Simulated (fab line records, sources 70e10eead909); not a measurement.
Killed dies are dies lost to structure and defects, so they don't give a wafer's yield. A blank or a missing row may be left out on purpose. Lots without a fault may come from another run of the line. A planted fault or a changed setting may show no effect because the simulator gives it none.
Chamber matching | flow nand_harc | NHARC_P_GATE_STRIP_108 on rie_diel-05: 4 sister chambers
The step strips in O2. 8 wafers are shown with their chamber, then 7 later ones without.

WAFERS WITH THEIR CHAMBER
wafer  | chamber | showerhead_plenum_p_Torr (Torr) | oes_product_au (a.u.)
L078.5 | 1       | 3.28                            | 0.996
L079.6 | 3       | 3.48                            | 1.023
L082.1 | 3       | 3.48                            | 1.030
L083.1 | 0       | 3.50                            | 1.018
L083.2 | 1       | 3.28                            | 0.994
L083.6 | 2       | 3.64                            | 1.019
L089.1 | 2       | 3.63                            | 1.002
L089.4 | 0       | 3.50                            | 1.011

WAFERS WITHOUT THEIR CHAMBER
wafer  | showerhead_plenum_p_Torr (Torr) | oes_product_au (a.u.)
L089.6 | 3.50                            | 0.998
L093.2 | 3.63                            | 1.014
L093.3 | 3.49                            | 1.007
L093.4 | 3.80                            | 1.002
L096.1 | 3.80                            | 1.010
L096.2 | 3.47                            | 0.997
L096.6 | 3.47                            | 1.000

WHICH CHAMBER EACH WENT THROUGH
wafer  | from the rows above     | in truth
L089.6 | 0                       | 0
L093.2 | 2                       | 2
L093.3 | can't be placed: 0 or 3 | 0
L093.4 | 2                       | 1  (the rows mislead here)
L096.1 | 2                       | 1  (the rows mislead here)
L096.2 | 3                       | 3
L096.6 | 3                       | 3
Placed correctly: 4 of 7. Can't be placed from these rows: 1 (the true chamber is among the candidates in 1). Placed wrongly: 2.
How it was worked out, from the rows above alone: a wafer's distance from a chamber is the root of the sum, over the readings, of the square of ((its reading less the chamber's mean) divided by the reading's scatter). The wafer belongs to the nearest chamber; if the next one is less than 2 further off, it can't be placed. A chamber's mean is the mean of its shown wafers. The scatter: the root of (the sum of the squares of (reading less its chamber's mean) over the shown wafers, divided by (wafers less chambers)).
